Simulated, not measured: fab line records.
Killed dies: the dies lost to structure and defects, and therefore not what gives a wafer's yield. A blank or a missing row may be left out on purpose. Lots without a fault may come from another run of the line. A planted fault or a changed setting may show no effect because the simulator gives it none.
Chamber matching    flow n5-finfet    rie-diel-05 running N5_FIN_SAQP_ETCH_69: 4 sister chambers
The step etches SOC in N2/H2, stops on SiNx, target depth 150 nm. 8 wafers are shown with their chamber, then 8 later ones without.

== WAFERS, EACH WITH ITS CHAMBER ==
wafer   chamber  drypump-motor-current-A (A)  showerhead-plenum-p-Torr (Torr)
L079.3  1        5.5                          2.45
L083.1  3        5.7                          2.41
L083.2  2        5.9                          2.65
L083.5  1        5.5                          2.44
L088.2  2        5.9                          2.65
L088.5  3        5.7                          2.40
L088.6  0        4.9                          2.59
L093.1  0        5.0                          2.58

== WAFERS WITH NO CHAMBER GIVEN ==
wafer   drypump-motor-current-A (A)  showerhead-plenum-p-Torr (Torr)
L093.2  5.9                          2.64
L093.3  5.5                          2.43
L093.4  5.7                          2.72
L093.5  5.9                          2.64
L093.6  5.6                          2.43
L094.4  5.0                          2.58
L094.5  5.5                          2.43
L094.6  5.9                          2.64

== WHICH CHAMBER EACH WENT THROUGH ==
wafer    from the rows above       in truth
L093.2   2                         2
L093.3   1                         1
L093.4   2                         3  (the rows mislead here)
L093.5   2                         2
L093.6   can't be placed: 1 or 3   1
L094.4   0                         0
L094.5   1                         1
L094.6   2                         2
6 of 8 placed correctly. Not placeable from these rows: 1 (in 1, the candidates include the true chamber). Number placed wrongly: 1.
How it was worked out, from the rows above alone: a wafer's distance from a chamber is the root of the sum, over the readings, of the square of ((its reading less the chamber's mean) divided by the reading's scatter). If the next closest chamber is less than 2 further off than the closest, the wafer can't be placed; otherwise it belongs to the closest. A chamber's mean is the mean of its shown wafers. The scatter is the square root of a quotient: the sum, over the shown wafers, of each reading's squared deviation from its chamber's mean, divided by wafers minus chambers.
